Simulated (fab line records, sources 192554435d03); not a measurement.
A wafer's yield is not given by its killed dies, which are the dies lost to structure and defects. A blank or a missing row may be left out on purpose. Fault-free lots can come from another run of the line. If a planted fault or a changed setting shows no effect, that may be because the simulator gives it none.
Chamber matching	flow n5 finfet	4 sister chambers for N5_MOL_CONTACT_COAG_STRIP_72 on rie diel-06
The step strips in N2/H2. 20 wafers are shown with their chamber, then 10 later ones without.

## WAFERS WITH THEIR CHAMBER
wafer	chamber	drypump motor current A (A)	showerhead plenum p Torr (Torr)	oes product au (a.u.)
L074.3	2	5.4	2.60	0.72
L074.5	2	5.4	2.60	0.71
L074.6	0	6.5	2.46	0.80
L078.3	0	6.5	2.45	0.78
L078.4	3	5.5	2.49	0.98
L078.6	0	6.5	2.45	0.77
L079.2	3	5.6	2.49	0.97
L079.3	0	6.5	2.45	0.79
L079.4	2	5.4	2.60	0.71
L081.1	0	6.5	2.45	0.77
L081.4	3	5.5	2.49	0.94
L081.5	0	6.5	2.45	0.78
L084.2	3	5.5	2.49	0.93
L084.3	1	5.5	2.50	0.96
L084.5	1	5.5	2.50	0.94
L086.1	0	6.5	2.45	0.75
L086.5	1	5.5	2.50	0.93
L086.6	0	6.5	2.45	0.77
L088.1	1	5.5	2.49	0.92
L088.5	1	5.5	2.49	0.92

SIGNATURES, as means of the wafers listed above
reading	chamber 0	chamber 1	chamber 2	chamber 3	scatter within a chamber
drypump motor current A	6.500	5.500	5.400	5.525	0.0217
showerhead plenum p Torr	2.4512	2.4960	2.6000	2.4900	0.0036
oes product au	0.7762	0.9340	0.7133	0.9550	0.0167
Rule: distance of a wafer from a chamber = root of the sum over the readings of ((wafer's reading minus chamber's mean) / reading's scatter) squared. The wafer belongs to the nearest chamber; if the next one is less than 2 further off, it can't be placed. The scatter: take each reading less its chamber's mean, square it, sum over the shown wafers, divide by the number of wafers less the number of chambers, and take the root.

## WAFERS WITH NO CHAMBER GIVEN
wafer	drypump motor current A (A)	showerhead plenum p Torr (Torr)	oes product au (a.u.)
L088.6	6.5	2.44	0.77
L089.2	5.4	2.49	0.91
L089.5	5.5	2.50	0.91
L089.6	6.5	2.44	0.76
L090.1	5.5	2.49	0.91
L090.3	5.3	2.59	0.99
L090.4	5.5	2.48	0.89
L093.1	6.5	2.44	0.76
L093.2	5.5	2.48	0.88
L093.4	5.3	2.59	0.95

## EACH ONE'S CHAMBER
wafer	from the rows above	in truth
L088.6	0	0
L089.2	can't be placed: 1 or 3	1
L089.5	1	1
L089.6	0	0
L090.1	can't be placed: 1 or 3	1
L090.3	2	2
L090.4	can't be placed: 3 or 1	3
L093.1	0	0
L093.2	can't be placed: 3 or 1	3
L093.4	2	2
Correctly placed: 6 of 10. These rows do not allow placing 4 (true chamber among the candidates in 4). Number placed wrongly: 0.
